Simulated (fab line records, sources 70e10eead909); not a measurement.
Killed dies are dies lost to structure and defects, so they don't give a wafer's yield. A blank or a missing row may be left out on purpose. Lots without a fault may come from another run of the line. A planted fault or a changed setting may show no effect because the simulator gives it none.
Chamber matching | flow nand_harc | NHARC_P_CONTACT_ALD_22 on ald_metal-01: 4 sister chambers
The step deposits TiN, target thk 3 nm, pulse time 1 s, ald cycles 150. 20 wafers are shown with their chamber, then 10 later ones without.

WAFERS WITH THEIR CHAMBER
wafer  | chamber | heater_power_w (W) | heater_power_outer_w (W) | precursor_pulse_height_rel
L074.1 | 0       | 1035               | 655                      | 0.988
L074.4 | 1       | 1061               | 648                      | 0.959
L074.6 | 1       | 1053               | 641                      | 1.065
L077.3 | 2       | 999                | 616                      | 1.007
L077.5 | 1       | 1058               | 642                      | 1.010
L077.6 | 0       | 1045               | 646                      | 1.023
L081.2 | 1       | 1051               | 659                      | 1.011
L081.3 | 2       | 984                | 642                      | 0.995
L081.5 | 1       | 1054               | 654                      | 0.997
L084.2 | 2       | 968                | 621                      | 0.997
L084.4 | 3       | 894                | 667                      | 1.013
L084.6 | 0       | 1013               | 632                      | 0.955
L086.2 | 2       | 1000               | 615                      | 0.986
L086.4 | 0       | 1052               | 660                      | 0.978
L086.6 | 1       | 1088               | 624                      | 1.015
L088.1 | 0       | 1022               | 631                      | 0.991
L088.5 | 1       | 1046               | 638                      | 0.956
L088.6 | 2       | 989                | 627                      | 0.989
L091.1 | 0       | 1059               | 637                      | 0.993
L091.2 | 2       | 979                | 641                      | 0.992

SIGNATURES (means of the wafers above)
reading                    | chamber 0 | chamber 1 | chamber 2 | chamber 3 | scatter within a chamber
heater_power_w             | 1037.67   | 1058.71   | 986.50    | 894.00    | 14.7
heater_power_outer_w       | 643.50    | 643.71    | 627.00    | 667.00    | 11.9
precursor_pulse_height_rel | 0.98800   | 1.00186   | 0.99433   | 1.01300   | 0.0262
Rule: a wafer's distance from a chamber is the root of the sum, over the readings, of the square of ((its reading less the chamber's mean) divided by the reading's scatter). The wafer belongs to the nearest chamber; if the next one is less than 2 further off, it can't be placed. The scatter: the root of (the sum of the squares of (reading less its chamber's mean) over the shown wafers, divided by (wafers less chambers)).

WAFERS WITHOUT THEIR CHAMBER
wafer  | heater_power_w (W) | heater_power_outer_w (W) | precursor_pulse_height_rel
L091.3 | 1073               | 663                      | 0.976
L090.3 | 975                | 624                      | 1.008
L090.4 | 976                | 641                      | 0.987
L090.6 | 1057               | 652                      | 0.980
L095.2 | 1079               | 645                      | 1.028
L095.5 | 1093               | 667                      | 0.997
L095.6 | 1026               | 632                      | 0.982
L097.1 | 916                | 652                      | 0.995
L097.2 | 997                | 625                      | 1.044
L097.4 | 1074               | 649                      | 0.989

WHICH CHAMBER EACH WENT THROUGH
wafer  | from the rows above          | in truth
L091.3 | can't be placed: 1 or 0      | 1
L090.3 | 2                            | 2
L090.4 | 2                            | 2
L090.6 | can't be placed: 1 or 0      | 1
L095.2 | can't be placed: 1 or 0      | 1
L095.5 | can't be placed: 1 or 0      | 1
L095.6 | can't be placed: 0 or 1 or 2 | 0
L097.1 | 3                            | 3
L097.2 | can't be placed: 2 or 0      | 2
L097.4 | can't be placed: 1 or 0      | 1
Placed correctly: 3 of 10. Can't be placed from these rows: 7 (the true chamber is among the candidates in 7). Placed wrongly: 0.
